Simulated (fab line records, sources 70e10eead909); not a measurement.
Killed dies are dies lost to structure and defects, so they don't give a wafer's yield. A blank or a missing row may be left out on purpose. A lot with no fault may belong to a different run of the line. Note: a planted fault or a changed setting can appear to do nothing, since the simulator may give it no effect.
Problem report in the 8D (eight disciplines) form, filled by code + flow nand-harc + the parts of the form that need people (team, actions taken, sign-off) are left out

1. WHAT WENT WRONG
Wafers without a fault read 52, standard deviation 18; killed-at-array at NHARC_END_SORT_01 reads a mean of 674 on 2 wafers belonging to 2 lots. Measured from the usual mean, that is +35 standard deviations.
The first sign was on wafer L276.4 at day 25 19:12, on prober-01. The record holds 4 wafers of 2 lots with a number at this step. The rule behind "out" and "out of limits": a value lying over 4 standard deviations away from the usual mean. The rest of the wafers with a number are treated as sound.

2. WHAT THIS IS AND IS NOT
| question                    | is                           | is not                                                                   |
|-----------------------------|------------------------------|--------------------------------------------------------------------------|
| which readings at this step | killed-at-array, killed-dies | killed-at-other, killed-at-periphery, killed-open, killed-short          |
| which lots                  | L276, L280                   | -                                                                        |
| which wafers of those lots  | L276.4, L280.5               | L276.6, L280.6                                                           |
| read on which gauges        | prober-01                    | -                                                                        |
| when                        | from day 25 19:12            | up to then (0 sound wafers); but 2 sound wafers of L276, L280 came after |

3. WHAT RULES OUT EACH SUSPECT
Counting: if a tool at a process step up to the reading ran every lot that is out, it stays a suspect. Sound lots after the first of them don't rule it out here, since some wafers of a struck lot are sound.
- the gauge at NHARC_END_SORT_01: ruled out. All the wafers that are out were read on prober-01, but those of them that NHARC_A_CONTACT_ETCH_106 has rows for are out there too, on other tools.
- rie-diel-05 at NHARC_A_CONTACT_ETCH_91 (etches the open film in CH3F/O2, target depth 40 nm, time 85.7 s): kept. It ran every lot that is out, first L276 (day 23 07:58).
- rie-diel-05 at NHARC_A_CONTACT_ETCH_106 (etches the open film in CF4/O2, target depth 90 nm, overetch 9 nm, time 49.5 s): kept. It ran every lot that is out, first L276 (day 23 08:28). On those wafers its own readings are out: oes-product-au.
- Within rie-diel-05 at NHARC_A_CONTACT_ETCH_106: the wafers that are out ran in chambers 1, 3; their sound lot-mates ran in chamber 0.
Remaining after the count are rie-diel-05 at NHARC_A_CONTACT_ETCH_91 and rie-diel-05 at NHARC_A_CONTACT_ETCH_106.

4. THE CAUSE (what the simulator had put in)
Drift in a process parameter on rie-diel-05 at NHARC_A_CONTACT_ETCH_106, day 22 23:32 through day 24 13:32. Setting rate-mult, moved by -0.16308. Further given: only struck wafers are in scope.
Counting left 2 suspects, and this tool is among them.

5. THE CHAIN OF EFFECTS, in route order
Each row: a reading whose mean over the struck wafers that have a number lies more than 3 standard deviations from the usual. Only readings for which the record gives a usual standard deviation are gone through. hours: the time from each lot's start at the first step in this table that gives one to its start at this step, as a median over the lots. sigmas: the change in usual standard deviations.
| hours | step                     | reading         | usual      | on struck wafers | change | sigmas |
|-------|--------------------------|-----------------|------------|------------------|--------|--------|
| 0     | NHARC_A_CONTACT_ETCH_106 | oes-product-au  | 0.999 a.u. | 0.885            | -0.114 | -13    |
| 58    | NHARC_END_SORT_01        | killed-at-array | 52         | 674              | +622   | +35    |
| 58    | NHARC_END_SORT_01        | killed-dies     | 57         | 677              | +620   | +33    |
Its process steps:
- NHARC_A_CONTACT_ETCH_106: etches the open film in CF4/O2, target depth 90 nm, overetch 9 nm, time 49.5 s.

6. HOW IT WOULD HAVE BEEN CAUGHT EARLIER
68 hours passed between the start of the fault at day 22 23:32 and the first reading out of limits at a measuring or inspecting step in this record, taken at day 25 19:12.
The tool's own readings at NHARC_A_CONTACT_ETCH_106 were out on every struck wafer that the step has a row for (oes-product-au): an alarm limit on them would have fired on the first of those.
By day 25 19:12 the whole set of lots that are out, 2 in number, had already begun NHARC_A_CONTACT_ETCH_106 on rie-diel-05. Holding the tool at that point would not have protected any of them.
